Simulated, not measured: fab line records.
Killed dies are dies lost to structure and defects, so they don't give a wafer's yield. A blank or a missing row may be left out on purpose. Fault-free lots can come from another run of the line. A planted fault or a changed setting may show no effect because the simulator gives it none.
Which tool did it? -- flow nand_harc -- 45 wafers from 15 lots sampled at 4 of the route's 1302 steps

== WHAT THE GAUGES READ, wafer by wafer ==
Not one reading of a measure or inspect step in the record can be checked against a usual standard deviation.

== EACH LOT AND THE TOOL THAT RAN IT (in order: tool; ch and the chambers of the sampled wafers; start) ==
lot,NHARC_A_STAIRCASE_ETCH_234,NHARC_A_STAIRCASE_DEVELOP_267,NHARC_A_STAIRCASE_ETCH_451,NHARC_A_STAIRCASE_ETCH_273
L305,"rie_diel-05 ch 0,1,3, day 16 16:00 or earlier","litho_track-03 ch 0, day 16 16:00","rie_diel-11 ch 0,1,3, no start","rie_diel-11 ch 0,2,3, no start"
L307,"rie_diel-11 ch 2,3, day 17 05:00 or earlier","litho_track-05 ch 0, day 17 05:00","rie_diel-05 ch 1,3, no start","rie_diel-05 ch 1,2, no start"
L306,"rie_diel-04 ch 0,1,3, day 17 06:00 or earlier","litho_track-05 ch 0, day 17 06:00","rie_diel-04 ch 0,1,3, no start","rie_diel-04 ch 0,1,3, no start"
L308,"rie_diel-04 ch 1,2,3, day 18 00:00 or earlier","litho_track-03 ch 0, day 18 00:00","rie_diel-04 ch 0,1, no start","rie_diel-04 ch 1,3, no start"
L309,"rie_diel-05 ch 2,3, day 18 01:00 or earlier","litho_track-02 ch 0, day 18 01:00","rie_diel-11 ch 1,3, no start","rie_diel-11 ch 0,3, no start"
L310,"rie_diel-11 ch 0,1,2, day 18 20:00 or earlier","litho_track-03 ch 0, day 18 20:00","rie_diel-05 ch 2,3, no start","rie_diel-05 ch 0,1,2, no start"
L311,"rie_diel-04 ch 0,1,2, day 19 10:00 or earlier","litho_track-03 ch 0, day 19 10:00","rie_diel-11 ch 0,1, no start","rie_diel-11 ch 1,2,3, no start"
L312,"rie_diel-05 ch 0,2,3, day 19 13:00 or earlier","litho_track-02 ch 0, day 19 13:00","rie_diel-05 ch 1,2,3, no start","rie_diel-05 ch 0,2,3, no start"
L315,"rie_diel-05 ch 0,1,3, day 21 07:00 or earlier","litho_track-03 ch 0, day 21 07:00","rie_diel-05 ch 0,1, no start","rie_diel-05 ch 0,2,3, no start"
L317,"rie_diel-11 ch 0,1,2, day 21 18:00 or earlier","litho_track-02 ch 0, day 21 18:00","rie_diel-04 ch 1,3, no start","rie_diel-04 ch 0,1, no start"
L318,"rie_diel-11 ch 0,3, day 22 06:00 or earlier","litho_track-03 ch 0, day 22 06:00","rie_diel-11 ch 2,3, no start","rie_diel-11 ch 0,1,2, no start"
L321,"rie_diel-11 ch 0,2,3, day 23 03:00 or earlier","litho_track-02 ch 0, day 23 03:00","rie_diel-05 ch 0,1,3, no start","rie_diel-05 ch 0,1,3, no start"
L320,"rie_diel-05 ch 0,2,3, day 23 03:00 or earlier","litho_track-05, day 23 03:00","rie_diel-11 ch 0,1,2, no start","rie_diel-11 ch 0,1, no start"
L319,"rie_diel-04 ch 1,2,3, day 23 05:00 or earlier","litho_track-03, day 23 05:00","rie_diel-11 ch 0,2,3, no start","rie_diel-11 ch 1,2,3, no start"
L322,"rie_diel-11 ch 2,3, day 23 23:00 or earlier","litho_track-02, day 23 23:00","rie_diel-04 ch 1,2,3, no start","rie_diel-04 ch 1,2,3, no start"
- NHARC_A_STAIRCASE_ETCH_234: etches the open film in C4F8/O2, target depth 100 nm, time 40.5 s.
- NHARC_A_STAIRCASE_DEVELOP_267: time 140 s.
- NHARC_A_STAIRCASE_ETCH_451: etches the open film in CF4/O2, target depth 30 nm, overetch 3 nm, time 16.5 s.
- NHARC_A_STAIRCASE_ETCH_273: etches the open film in C4F8/O2/Ar, target depth 10200 nm, time 2468.6 s.

== WHAT THE TOOLS THEMSELVES READ (means of the sampled wafers that have a number; where no wafer has one, the mark that the record gives instead) ==
NHARC_A_STAIRCASE_ETCH_234. Usual: oes_product_au 0.945 a.u., standard deviation 0.011; rf_fwd_power_W 592.0 W, standard deviation 2.7; rf_vpp_V 895 V, standard deviation 6.4.
lot,tool,oes_product_au (a.u.),rf_fwd_power_W (W),rf_vpp_V (V),flag
L305,rie_diel-05,0.939,592.4,893,
L307,rie_diel-11,0.946,594.4,887,
L306,rie_diel-04,0.946,589.5,897,
L308,rie_diel-04,0.947,592.1,898,
L309,rie_diel-05,0.937,592.3,889,
L310,rie_diel-11,0.953,591.7,894,
L311,rie_diel-04,0.936,591.7,896,
L312,rie_diel-05,0.953,591.5,898,
L315,rie_diel-05,0.958,594.1,899,
L317,rie_diel-11,0.935,591.4,892,
L318,rie_diel-11,0.949,591.9,902,
L321,rie_diel-11,0.932,593.4,895,
L320,rie_diel-05,0.964,593.6,898,
L319,rie_diel-04,0.941,592.8,899,
L322,rie_diel-11,0.949,592.7,893,

NHARC_A_STAIRCASE_DEVELOP_267. Usual: chill_plate_temp_C 23.00 C, standard deviation 0.1; exhaust_pa 45.0 Pa, standard deviation 0.92; resist_line_temp_C 23.01 C, standard deviation 0.13.
lot,tool,chill_plate_temp_C (C),exhaust_pa (Pa),resist_line_temp_C (C),flag
L305,litho_track-03,22.90,44.0,23.04,
L307,litho_track-05,23.00,46.4,23.05,
L306,litho_track-05,22.88,45.5,22.91,
L308,litho_track-03,23.03,45.0,22.98,
L309,litho_track-02,23.04,45.1,23.01,
L310,litho_track-03,23.05,44.4,23.00,
L311,litho_track-03,22.86,44.3,23.19,
L312,litho_track-02,23.12,45.4,22.94,
L315,litho_track-03,23.11,44.8,22.93,
L317,litho_track-02,23.07,46.8,22.90,
L318,litho_track-03,23.09,44.8,22.92,
L321,litho_track-02,22.97,44.4,23.00,
L320,litho_track-05,-,-,-,OFF
L319,litho_track-03,-,-,-,OFF
L322,litho_track-02,-,-,-,OFF

NHARC_A_STAIRCASE_ETCH_451. Usual: drypump_motor_current_A 5.8 A (standard deviation 0.5); oes_ar_750_au 1.000 a.u. (standard deviation 0.0046); oes_product_au 1.001 a.u. (standard deviation 0.0094); rf_fwd_power_W 293.7 W (standard deviation 1.3); rf_vpp_V 197.8 V (standard deviation 1.7); showerhead_plenum_p_Torr 1.33 Torr (standard deviation 0.067); throttle_valve_pct 13.398 % (standard deviation 0.008).
lot,tool,drypump_motor_current_A (A),oes_ar_750_au (a.u.),oes_product_au (a.u.),rf_fwd_power_W (W),rf_vpp_V (V),showerhead_plenum_p_Torr (Torr),throttle_valve_pct (%),flag
L305,rie_diel-11,6.0,1.000,1.017,293.5,197.5,1.31,13.394,
L307,rie_diel-05,6.1,1.002,0.993,293.6,196.5,1.28,13.400,
L306,rie_diel-04,5.6,0.997,1.003,293.0,199.3,1.34,13.393,
L308,rie_diel-04,5.3,1.002,1.005,294.0,198.1,1.37,13.405,
L309,rie_diel-11,5.8,0.999,1.002,292.7,197.8,1.33,13.404,
L310,rie_diel-05,5.4,1.003,1.005,294.4,199.2,1.39,13.393,
L311,rie_diel-11,6.2,1.004,1.000,295.0,197.5,1.34,13.395,
L312,rie_diel-05,5.9,0.996,1.001,293.5,197.3,1.33,13.403,
L315,rie_diel-05,6.3,0.999,0.998,294.2,196.9,1.32,13.395,
L317,rie_diel-04,5.6,1.003,1.013,293.1,199.1,1.39,13.398,
L318,rie_diel-11,5.7,1.000,1.006,293.0,196.5,1.31,13.402,
L321,rie_diel-05,5.7,1.001,0.995,294.0,198.8,1.37,13.397,
L320,rie_diel-11,5.9,0.999,0.987,293.8,197.3,1.31,13.402,
L319,rie_diel-11,6.0,0.999,1.004,293.1,197.1,1.33,13.401,
L322,rie_diel-04,5.8,1.004,1.004,292.7,198.7,1.36,13.396,

NHARC_A_STAIRCASE_ETCH_273. Usual: oes_product_au 0.940 a.u., standard deviation 0.011; rf_fwd_power_W 599.8 W, standard deviation 1.7; rf_vpp_V 1827 V, standard deviation 12.
lot,tool,oes_product_au (a.u.),rf_fwd_power_W (W),rf_vpp_V (V),flag
L305,rie_diel-11,0.947,602.1,1813,
L307,rie_diel-05,0.916,601.6,1817,
L306,rie_diel-04,0.929,598.0,1828,
L308,rie_diel-04,0.951,599.1,1838,
L309,rie_diel-11,0.953,601.1,1813,
L310,rie_diel-05,0.941,599.3,1823,
L311,rie_diel-11,0.947,599.5,1831,
L312,rie_diel-05,0.931,599.9,1833,
L315,rie_diel-05,0.946,599.5,1832,
L317,rie_diel-04,0.951,598.4,1832,
L318,rie_diel-11,0.947,599.5,1823,
L321,rie_diel-05,0.937,601.0,1832,
L320,rie_diel-11,0.936,600.7,1829,
L319,rie_diel-11,0.935,600.4,1830,
L322,rie_diel-04,0.942,599.3,1831,

== THE ANSWER, worked out from the rows above alone ==
Rule: a lot is off if the mean of its wafers that have a number lies more than 3 standard deviations from the usual mean. Also off: a lot with no number at a reading for which 4 or more lots have one. All remaining lots with rows at the step are treated as sound. The gauges are gone through in route order, then the tools' own readings, and for those a lot's mean is taken as printed above. The first step at which some lot is off is used, and at that step the reading that is off furthest; a lot without a number counts as furthest.
Off: L320, L319, L322 (NHARC_A_STAIRCASE_DEVELOP_267, chill_plate_temp_C). Without a number there: L320, L319, L322.
A tool fits if, at that step or a process step before it, it ran every lot that is off, and no sound lot after the first of them. With no start given for some of its lots, NHARC_A_STAIRCASE_ETCH_234 uses the hours and lot order of NHARC_A_STAIRCASE_DEVELOP_267. No candidate that was tried fits.

== WHAT THE SIMULATOR HAD INSERTED ==
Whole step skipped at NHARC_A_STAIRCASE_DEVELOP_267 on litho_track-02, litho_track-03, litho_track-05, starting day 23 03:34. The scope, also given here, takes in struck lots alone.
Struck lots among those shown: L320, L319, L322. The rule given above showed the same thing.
